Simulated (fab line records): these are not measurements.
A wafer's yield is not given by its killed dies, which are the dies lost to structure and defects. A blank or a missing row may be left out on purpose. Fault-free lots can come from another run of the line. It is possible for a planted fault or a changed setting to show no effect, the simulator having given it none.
Which tool was responsible?    flow nand_harc    14 lots with 42 wafers sampled at 5 steps, on a route of 1302 steps

## WHAT THE GAUGES READ, wafer by wafer
NHARC_HYBRID_BOND_OVL_MEAS_05.
lot   measured      on          overlay_x_nm (nm)  overlay_y_nm (nm)
L961  day 23 07:35  overlay-02  -2 -2 -47          -26 -27 -34
L962  day 24 05:55  overlay-01  28 33 20           -28 -45 24
L963  day 24 09:56  overlay-02  36 -39 51          17 -8 35
L964  day 24 05:55  overlay-02  -30 35 13          -25 -58 1
L965  day 24 22:11  overlay-01  -19 57 -5          13 3 27
L966  day 25 14:23  overlay-02  35 22 -16          -54 18 -54
L967  day 25 22:15  overlay-01  37 -45 -49         41 -2 23
L968  day 26 12:48  overlay-01  -2 -29 22          -49 -20 -41
L969  day 28 03:22  overlay-02  -11 -46 -25        4 14 40
L971  day 27 19:57  overlay-01  27 6 8             8 -39 8
L970  day 27 19:58  overlay-01  -43 -4 40          -49 -14 -22
L978  day 31 16:13  overlay-01  36 19 -7           47 -14 30
L980  day 31 03:49  overlay-01  -69 -10 15         17 8 17
L979  day 30 22:52  overlay-02  29 -63 33          9 25 36

NHARC_END_SORT_01.
lot   measured      on         killed_at_array  killed_at_other  killed_at_periphery  killed_dies  killed_open  killed_short
L978  day 32 10:03  prober-02  130 139 142      1 0 0            8 2 5                139 141 147  4 1 5        1 1 1
L980  day 31 22:18  prober-01  147 144 137      0 2 0            2 3 3                149 149 140  0 3 2        0 4 1

## WHAT TOOL EACH LOT RAN ON (gives the tool, then ch and the chambers of the sampled wafers, and finally the start)
lot   NHARC_A_ONON_D1_DEP_19            NHARC_THIN_TSV_ETCH_15            NHARC_THIN_TSV_STRIP_62
L961  pecvd_onon-03 ch 0, day 8 08:02   rie_si-02 ch 2,3, day 23 11:10    plasma_asher-01 ch 0,1, day 23 13:02
L962  pecvd_onon-03 ch 0, day 8 12:08   rie_si-03 ch 0,1,2, day 24 10:41  plasma_asher-01 ch 0,1, day 24 12:31
L963  pecvd_onon-01 ch 0, day 8 19:41   rie_si-04 ch 0,1,3, day 24 13:33  plasma_asher-02 ch 1, day 24 15:23
L964  pecvd_onon-03 ch 0, day 9 03:38   rie_si-04 ch 0,2,3, day 24 09:29  plasma_asher-02 ch 0,1, day 24 11:14
L965  pecvd_onon-04 ch 0, day 9 19:53   rie_si-04 ch 1,2, day 25 01:44    plasma_asher-02 ch 0,1, day 25 03:32
L966  pecvd_onon-03 ch 0, day 10 02:34  rie_si-02 ch 1,2, day 25 17:50    plasma_asher-02 ch 0,1, day 25 19:37
L967  pecvd_onon-04 ch 0, day 10 13:58  rie_si-03 ch 0,1, day 26 01:50    plasma_asher-02 ch 0, day 26 03:38
L968  pecvd_onon-03 ch 0, day 11 09:47  rie_si-03 ch 1,2,3, day 26 16:16  plasma_asher-01 ch 0,1, day 26 18:04
L969  pecvd_onon-04 ch 0, day 12 06:16  rie_si-03 ch 0,1,3, day 28 06:49  plasma_asher-01 ch 0,1, day 28 08:41
L971  pecvd_onon-03 ch 0, day 12 06:27  rie_si-04 ch 0,1, day 28 00:43    plasma_asher-01 ch 0,1, day 28 02:34
L970  pecvd_onon-04 ch 0, day 12 06:37  rie_si-02 ch 0,2, day 28 01:57    plasma_asher-02 ch 0,1, day 28 03:44
L978  pecvd_onon-01 ch 0, day 15 10:09  rie_si-02 ch 2,3, day 31 19:39    plasma_asher-01 ch 0, day 31 21:26
L980  pecvd_onon-01 ch 0, day 15 19:23  rie_si-02 ch 0,1,2, day 31 07:26  plasma_asher-02 ch 0,1, day 31 09:10
L979  pecvd_onon-04 ch 0, day 15 19:33  rie_si-04 ch 0,2,3, day 31 02:29  plasma_asher-02 ch 0,1, day 31 04:19
- NHARC_A_ONON_D1_DEP_19: target thk 1000 nm.
- NHARC_THIN_TSV_ETCH_15: target depth 3000 nm, bosch target overetch cycles 2, bosch etch step 2.8 s.
- NHARC_THIN_TSV_STRIP_62: strips in N2/H2, time 20 s.

## WHAT THE TOOLS THEMSELVES READ (means of the sampled wafers that have a number; where no wafer has one, the mark that the record gives instead)
NHARC_THIN_TSV_ETCH_15.
lot   tool       drypump_motor_current_A (A)
L961  rie_si-02  5.5
L962  rie_si-03  5.6
L963  rie_si-04  6.0
L964  rie_si-04  5.8
L965  rie_si-04  5.5
L966  rie_si-02  5.9
L967  rie_si-03  5.5
L968  rie_si-03  5.5
L969  rie_si-03  5.4
L971  rie_si-04  5.9
L970  rie_si-02  5.8
L978  rie_si-02  5.5
L980  rie_si-02  5.7
L979  rie_si-04  5.8

NHARC_THIN_TSV_STRIP_62.
lot   tool             drypump_motor_current_A (A)  heater_power_w (W)
L961  plasma_asher-01  6.5                          338
L962  plasma_asher-01  6.5                          336
L963  plasma_asher-02  4.9                          342
L964  plasma_asher-02  5.5                          397
L965  plasma_asher-02  5.2                          372
L966  plasma_asher-02  5.2                          372
L967  plasma_asher-02  5.9                          429
L968  plasma_asher-01  6.5                          313
L969  plasma_asher-01  6.5                          312
L971  plasma_asher-01  6.5                          311
L970  plasma_asher-02  5.5                          402
L978  plasma_asher-01  6.5                          282
L980  plasma_asher-02  5.2                          357
L979  plasma_asher-02  5.6                          380

## THE ANSWER, worked out from the rows above alone
Rule: the usual values come from the lots themselves. Put in order of their means at a reading, lots are off if they are a third of the lots or fewer, leave a main group of 4 or more, and stand apart from it by a gap of 3 or more times the standard deviation of the main group's means; of several such gaps the widest counts. A main group is skipped when, at the precision printed for the reading in the tables above, its means are all equal. A lot without any number at a reading at which 4 lots or more have one is off too. The other lots that the step has rows for count as sound. After the gauges, taken in route order, come the tools' own readings; for these a lot's mean is taken, as printed above. At the first step where some lot is off, the reading lying furthest off is the one used; lots without a number count as furthest.
No lot is off on any of the readings shown, so nothing can be concluded from this.

## WHAT WAS PUT IN BY THE SIMULATOR
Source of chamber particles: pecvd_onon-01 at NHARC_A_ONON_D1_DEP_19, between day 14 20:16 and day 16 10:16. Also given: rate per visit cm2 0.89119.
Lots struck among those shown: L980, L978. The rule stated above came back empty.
